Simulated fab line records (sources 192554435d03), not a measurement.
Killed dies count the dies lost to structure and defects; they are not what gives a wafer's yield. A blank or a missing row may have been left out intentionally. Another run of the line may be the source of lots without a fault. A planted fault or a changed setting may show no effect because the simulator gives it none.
Split-lot experiment -- flow n5Finfet -- 39 wafers read from 7 lots, route of 1938 steps

ABOUT THE SPLIT
At N5_BEOL_M13_ETCH_68 (etches SOC in N2/H2, time 355 s), the setting timeS was moved away from the recipe's 355 s on 15 of the 39 wafers read, by -59.4% to +27.6%. This setting was run at the recipe's value on the other wafers.

The reading is taken at the split's own step.

THE READING
SiARC_of_BEOL_M13_COAT_66.thkNm (the simulator's own value, which no gauge read), in nm, at N5_BEOL_M13_ETCH_68 (etches SOC in N2/H2, time 355 s). No usual value for it is given in the file. The 24 wafers here that ran the recipe average 76.9 nm, standard deviation 0.71 nm.

wafer,"tool, chamber at the split","timeS as run, s",against the recipe,"SiARC_of_BEOL_M13_COAT_66.thkNm, nm",against lot-mates on the recipe
L074.1,"rieDiel-05, 2,3",280.6,-21.0%,83.6,+7.3
L074.3,"rieDiel-05, 2,3",280.6,-21.0%,83.6,+7.3
L074.2,"rieDiel-05, 1",280.6,-21.0%,83.4,+7.1
L074.4,"rieDiel-05, 0",355,recipe,76,-
L074.5,"rieDiel-05, 3",355,recipe,77.2,-
L074.6,"rieDiel-05, 0",355,recipe,75.8,-
L082.1,"rieDiel-02, 1",355,recipe,76.6,-
L082.2,"rieDiel-02, 0,3",144.1,-59.4%,96.6,+20.4
L082.4,"rieDiel-02, 0,3",144.1,-59.4%,96.6,+20.4
L082.3,"rieDiel-02, 2",355,recipe,75.8,-
L082.5,"rieDiel-02, 3",144.1,-59.4%,97,+20.8
L082.6,"rieDiel-02, 2",355,recipe,76.2,-
L084.1,"rieDiel-05, 1",355,recipe,77.6,-
L084.2,"rieDiel-05, 0",355,recipe,77.2,-
L084.3,"rieDiel-05, 2",355,recipe,78.2,-
L084.4,"rieDiel-05, 0",355,recipe,78,-
L084.5,"rieDiel-05, 1",355,recipe,78.4,-
L084.6,"rieDiel-05, 2",355,recipe,77.8,-
L092.1,"rieDiel-01, 0",189.6,-46.6%,92.2,+15.6
L092.2,"rieDiel-01, 3",189.6,-46.6%,92.6,+16.0
L092.3,"rieDiel-01, 2,3",355,recipe,76.8,-
L092.5,"rieDiel-01, 2,3",355,recipe,76.8,-
L092.4,"rieDiel-01, 1",355,recipe,76.2,-
L092.6,"rieDiel-01, 2",189.6,-46.6%,91.8,+15.2
L093.1,"rieDiel-05, 3",283.2,-20.2%,83.8,+6.8
L093.2,"rieDiel-05, 1",355,recipe,77.2,-
L093.3,"rieDiel-05, 2,0",283.2,-20.2%,83.4,+6.4
L093.6,"rieDiel-05, 2,0",283.2,-20.2%,83.4,+6.4
L093.4,"rieDiel-05, 0",355,recipe,76.8,-
L093.5,"rieDiel-05, 1",355,recipe,77,-
L095.1,"rieDiel-01, 1",453,+27.6%,67.2,-9.6
L095.2,"rieDiel-01, 0",453,+27.6%,67.8,-9.0
L095.3,"rieDiel-01, 2",355,recipe,76.4,-
L095.4,"rieDiel-01, 2",355,recipe,76.8,-
L095.5,"rieDiel-01, 0",355,recipe,77.2,-
L095.6,"rieDiel-01, 1",453,+27.6%,67,-9.8
L097.2,"rieDiel-02, 0",355,recipe,77.2,-
L097.3,"rieDiel-02, 2",355,recipe,76.6,-
L097.4,"rieDiel-02, 1",355,recipe,76.2,-
Rows listing several chambers each stand for several wafers; the file does not say which wafer went through which chamber.

FIT RESULTS
A straight line over all 39 wafers: SiARC_of_BEOL_M13_COAT_66.thkNm changes by -0.333 nm for each +1% of timeS; r = -1.00; the points scatter about the line by 0.61 nm.
The same after taking each lot's own level away (the mean of its wafers on the recipe; 39 wafers): -0.341 nm for each +1%; r = -1.00; scatter 0.38 nm.
On that fit, the largest move of timeS shifts the reading by 20 nm.
Across the lots, their own levels run from 76.20 to 77.87 nm, a range of 2.3 times the standard deviation given above.
The two slopes are in agreement: the lot-to-lot level therefore moves the slope only a little.
Check: +20.2 nm against its lot-mates is what the line predicts for one of the wafers moved furthest among these (-59.4%) when that wafer is left out of the fit. It came out at +20.4 nm against them.

FURTHER SPLITS ON THESE WAFERS
These wafers also went through other splits before the reading. Each is held against what the fit with the lots' levels taken away leaves over:
other split on the same wafers,wafers away from the commonest value,r with SiARC_of_BEOL_M13_COAT_66.thkNm (lot level and that fit taken away)
N5_BEOL_M4_TRENCH_ETCH_37 targetDepthA,15,+0.08
N5_BEOL_M9_ETCH_66 timeS,9,-0.06
N5_BEOL_M11_VIA_ETCH_34 timeS,18,-0.18

FILE'S OWN FIT
SiARC_of_BEOL_M13_COAT_66.thkNm changes by -0.341 nm for each +1% of timeS, r = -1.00.
